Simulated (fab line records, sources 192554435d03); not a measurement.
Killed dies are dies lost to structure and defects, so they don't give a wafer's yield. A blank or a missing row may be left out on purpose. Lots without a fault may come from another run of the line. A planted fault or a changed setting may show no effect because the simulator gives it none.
Split-lot experiment | flow n5_finfet | 7 lots, 39 wafers read, on a route of 1938 steps

THE SPLIT
At N5_BEOL_M5_DEP_56 (deposits SiCN from 3MS/NH3, target thk 8 nm, time 14 s), the setting time_s was moved away from the recipe's 14 s on 15 of the 39 wafers read, by -52.6% to +59.0%. The other wafers ran this setting at the recipe's value.

The reading is taken at the split's own step.

THE READING
SiCN_of_BEOL_M5_DEP_56.thk_nm (the simulator's own value, which no gauge read), in nm, at N5_BEOL_M5_DEP_56 (deposits SiCN from 3MS/NH3, target thk 8 nm, time 14 s). The file gives no usual value for it. The 24 wafers here that ran the recipe average 7.9 nm, standard deviation 0.15 nm.

wafer  | tool, chamber at the split | time_s as run, s | against the recipe | SiCN_of_BEOL_M5_DEP_56.thk_nm, nm | against lot-mates on the recipe
L076.1 | pecvd-04, 2                | 6.629            | -52.6%             | 4                                 | -4.1
L076.2 | pecvd-04, 0,1              | 14               | recipe             | 8                                 | -
L076.5 | pecvd-04, 0,1              | 14               | recipe             | 8                                 | -
L076.3 | pecvd-04, 1,0              | 6.629            | -52.6%             | 3.8                               | -4.3
L076.6 | pecvd-04, 1,0              | 6.629            | -52.6%             | 3.8                               | -4.3
L076.4 | pecvd-04, 2                | 14               | recipe             | 8.2                               | -
L078.1 | pecvd-01, 0,2,0            | 14               | recipe             | 8                                 | -
L078.4 | pecvd-01, 0,2,0            | 14               | recipe             | 8                                 | -
L078.6 | pecvd-01, 0,2,0            | 14               | recipe             | 8                                 | -
L078.2 | pecvd-01, 1                | 14               | recipe             | 7.8                               | -
L078.5 | pecvd-01, 1                | 14               | recipe             | 7.8                               | -
L078.3 | pecvd-01, 2                | 14               | recipe             | 7.6                               | -
L080.1 | pecvd-03, 2,0,1            | 14               | recipe             | 8                                 | -
L080.2 | pecvd-03, 2,0,1            | 14               | recipe             | 8                                 | -
L080.4 | pecvd-03, 2,0,1            | 14               | recipe             | 8                                 | -
L081.1 | pecvd-04, 0,2,1            | 14               | recipe             | 8                                 | -
L081.2 | pecvd-04, 0,2,1            | 14               | recipe             | 8                                 | -
L081.5 | pecvd-04, 0,2,1            | 14               | recipe             | 8                                 | -
L081.3 | pecvd-04, 1                | 22.26            | +59.0%             | 12.4                              | +4.4
L081.4 | pecvd-04, 2                | 22.26            | +59.0%             | 12.6                              | +4.6
L081.6 | pecvd-04, 0                | 22.26            | +59.0%             | 12.8                              | +4.8
L083.1 | pecvd-03, 2                | 14               | recipe             | 7.6                               | -
L083.2 | pecvd-03, 1                | 14               | recipe             | 7.8                               | -
L083.5 | pecvd-03, 1                | 14               | recipe             | 7.8                               | -
L083.3 | pecvd-03, 0                | 9.075            | -35.2%             | 4.8                               | -2.9
L083.4 | pecvd-03, 0,2              | 9.075            | -35.2%             | 5                                 | -2.7
L083.6 | pecvd-03, 0,2              | 9.075            | -35.2%             | 5                                 | -2.7
L090.1 | pecvd-04, 2,1              | 14               | recipe             | 8                                 | -
L090.3 | pecvd-04, 2,1              | 14               | recipe             | 8                                 | -
L090.2 | pecvd-04, 0,0,2            | 6.764            | -51.7%             | 4                                 | -4.1
L090.5 | pecvd-04, 0,0,2            | 6.764            | -51.7%             | 4                                 | -4.1
L090.6 | pecvd-04, 0,0,2            | 6.764            | -51.7%             | 4                                 | -4.1
L090.4 | pecvd-04, 1                | 14               | recipe             | 8.2                               | -
L096.1 | pecvd-04, 2,0              | 14               | recipe             | 8                                 | -
L096.5 | pecvd-04, 2,0              | 14               | recipe             | 8                                 | -
L096.2 | pecvd-04, 1                | 14               | recipe             | 7.8                               | -
L096.3 | pecvd-04, 0                | 19.83            | +41.6%             | 11.2                              | +3.3
L096.4 | pecvd-04, 2,1              | 19.83            | +41.6%             | 11.4                              | +3.5
L096.6 | pecvd-04, 2,1              | 19.83            | +41.6%             | 11.4                              | +3.5
Where a row lists several chambers, the file gives one row for several wafers and doesn't say which wafer went through which chamber.

THE FIT
A straight line over all 39 wafers: SiCN_of_BEOL_M5_DEP_56.thk_nm changes by +0.0791 nm for each +1% of time_s; r = +1.00; the points scatter about the line by 0.16 nm.
The same after taking each lot's own level away (the mean of its wafers on the recipe; 39 wafers): +0.0793 nm for each +1%; r = +1.00; scatter 0.11 nm.
On that fit, the largest move of time_s shifts the reading by 4.7 nm.
The lots' own levels span 7.73 to 8.07 nm, that is 2.3 times the standard deviation above.
So the lot-to-lot level changes the slope little: the two slopes agree.
Check: with one of the wafers moved furthest among these (+59.0%) left out of the fit, the line predicts +4.72 nm for it against its lot-mates. It came out at +4.4 nm against them.

OTHER SPLITS ON THESE WAFERS
These wafers also went through other splits before the reading. Each is held against what the fit with the lots' levels taken away leaves over:
other split on the same wafers           | wafers away from the commonest value | r with SiCN_of_BEOL_M5_DEP_56.thk_nm (lot level and that fit taken away)
N5_PMOS_HMC_CHANNEL_EPI_HM_DEP_34 time_s | 12                                   | +0.25
N5_SD_EPI_N_EPI_21 epi_growth_time_s     | 15                                   | +0.14
N5_HKMG_FIN_DEVELOP_11 develop_time_s    | 15                                   | -0.02
N5_MOL_CONTACT_COAG_ALD_133 ald_cycles   | 18                                   | +0.10
N5_BEOL_M0_SAQP_ETCH_106 target_depth_a  | 12                                   | -0.04
N5_BEOL_M2_ILD_DEP_00 time_s             | 15                                   | -0.09
N5_BEOL_M4_VIA_ETCH_34 target_depth_a    | 12                                   | +0.13

THE FILE'S OWN FIT
SiCN_of_BEOL_M5_DEP_56.thk_nm changes by +0.0793 nm for each +1% of time_s, r = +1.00.
